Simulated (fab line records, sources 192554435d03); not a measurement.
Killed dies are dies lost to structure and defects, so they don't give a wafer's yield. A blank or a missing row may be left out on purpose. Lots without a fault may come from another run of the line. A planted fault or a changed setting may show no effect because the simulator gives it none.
A struck lot beside a sound one | flow n5_finfet | 36 steps out of a route of 1938
Sound: wafers L642.1, L642.3, L642.5. Struck: wafers L632.4, L632.5, L632.6. The cause comes at the end.
At each step with rows: each side's tool, then ch and its chambers, then its first start. Under that, the readings that differ: sound wafers | struck wafers | difference of the means | sigmas: that difference in standard deviations of wafers without a fault.
alike: readings whose means differ by less than 2 such deviations, and words and numbers that are the same on both sides. not compared: withheld readings, readings that some wafer has no value for, bounds like >300 that may hide the same value, and numbers for which the record gives no deviation and whose values overlap.
The two part at a step that has a row with sigmas, a row that says differs or no value, or rows on one side only. Numbers that don't overlap but have no deviation are shown without sigmas and don't part them. A reading that every wafer of one side lacks parts them only if that side has two wafers or more.

first, 9 steps without rows for these wafers: N5_BEOL_M4_ANNEAL_95 (time 240 s); N5_BEOL_M4_SPUTTER_96 (material Cu, target thk 4.5 nm, time 8.29 s); N5_BEOL_M4_ECD_50 (material Cu, target thk 300 nm); N5_BEOL_M4_ANNEAL_51 (time 90 s); N5_BEOL_M4_CMP_52 (polishes, stops on SiOC, t overpolish 6.8 s, target thk 40 nm); N5_BEOL_M4_PRE_CLEAN_60 (time 15 s); N5_BEOL_M4_CO_CAP_55 (material Co, precursor CCTBA/H2, target thk 2 nm, time 102.1 s); N5_BEOL_M4_PRE_CLEAN_56 (time 15 s); N5_BEOL_M4_DEP_57 (deposits SiCN from 3MS/NH3, target thk 8 nm, time 14 s).
N5_BEOL_M4_RC_MEAS_101:
  sound on prober-02 ch 0, day 12 20:23; struck on prober-02 ch 0, day 9 23:01
  alike: DIBL_N, DIBL_P, IOFF_N, IOFF_P, ION_N, ION_P, SS_N, SS_P, VT_N, VT_P
then, 24 steps without rows for these wafers: N5_BEOL_M5_ILD_DEP_00 (deposits SiCOH lowk from DEMS/porogen, target thk 140.64 nm, time 25.9 s); N5_BEOL_M5_CURE_79 (cures SiCOH lowk, time 240 s); N5_BEOL_M5_PECVD_70 (deposits SiO2 from TEOS/O2, target thk 16 nm, time 18 s); N5_BEOL_M5_HM_DEP_02 (deposits TiN, target thk 20 nm); N5_BEOL_M5_COAT_59 (time 60 s, resist thk 60 nm); N5_BEOL_M5_COAT_60 (time 60 s, resist thk 12 nm); N5_BEOL_M5_COAT_71 (time 60 s, resist thk 5 nm); N5_BEOL_M5_COAT_05 (resist thk 30 nm); N5_BEOL_M5_EBR_07; N5_BEOL_M5_SOFTBAKE_06 (time 60 s); N5_BEOL_M5_EXPOSE_08 (exposes mask M5, target cd 28 nm); N5_BEOL_M5_PEB_09 (peb time 60 s); N5_BEOL_M5_DEVELOP_10 (develop time 30 s); N5_BEOL_M5_DESCUM_16 (chemistry O2, time 7 s); N5_BEOL_M5_ETCH_72 (etches underlayer in N2/H2, target depth 6.5 nm, time 5.2 s); N5_BEOL_M5_ETCH_61 (etches SiARC in CF4, target depth 15.6 nm, time 26 s); N5_BEOL_M5_ETCH_62 (etches SOC in N2/H2, target depth 75 nm, overetch 15 nm, time 112.5 s); N5_BEOL_M5_STRIP_63 (strips in N2/H2); N5_BEOL_M5_STRIP_73 (strips in N2/H2); N5_BEOL_M5_STRIP_64 (strips in CF4); N5_BEOL_M5_HM_OPEN_17 (chemistry Cl2/BCl3, target TiN, target depth 20 nm, overetch 6 nm); N5_BEOL_M5_STRIP_19 (strips in O2); N5_BEOL_M5_COAT_65 (time 60 s, resist thk 60 nm); N5_BEOL_M5_COAT_66 (time 60 s, resist thk 12 nm).
-- the record jumps here: 4 days lie between the struck wafers' starts before and after (it left off in module BEOL_M5 and takes up again in module PASSIVATION, whose first step shown is number 1930 of the route) --
N5_PASSIVATION_ETCH_54: etches SiO2 in CHF3/O2, target depth 880 nm, time 440 s.
  sound on rie_diel-05 ch 0,1, day 17 00:38; struck on rie_diel-04 ch 0,1,2, day 13 22:43
  no value came back on the struck wafers for any of 9 readings (CHF3_flow_sccm (sccm), O2_flow_sccm (sccm) and others); on the sound wafers CHF3_flow_sccm (sccm) reads 49.99 50.02 50.09
  not compared: rf_hours_counter_h
N5_PASSIVATION_PROBE_49:
  sound on prober-02, day 17 03:25; struck on prober-02, day 14 01:40
  reading                  | sound          | struck         | difference | sigmas
  defect_limited_yield (%) | 91.4 90.5 90.3 | 0 0 0          | -91        | -57
  killed_at_other          | 10 9 11        | 1097 1085 1060 | +1071      | +99 or more
  killed_dies              | 101 112 115    | 1180 1180 1180 | +1071      | +59
  killed_on_rim            | 10 14 14       | 152 152 152    | +139       | +34
  sort_bin_5_function (%)  | 5.0 5.8 5.5    | 96.6 96.1 95.9 | +90.8      | +95
  sort_n_pass              | 1079 1068 1065 | 0 0 0          | -1071      | -56
  sort_yield_pct (%)       | 91.4 90.5 90.3 | 0 0 0          | -91        | -57
  alike: killed_at_M0_to_M3, killed_at_M4_up, killed_at_contacts, killed_at_front_end, killed_open, killed_short, sort_bin_6_memory, sort_bin_8_speed

WHERE THEY PART
First at N5_PASSIVATION_ETCH_54; last, within this record, at N5_PASSIVATION_PROBE_49.

WHY: what the simulator had put in
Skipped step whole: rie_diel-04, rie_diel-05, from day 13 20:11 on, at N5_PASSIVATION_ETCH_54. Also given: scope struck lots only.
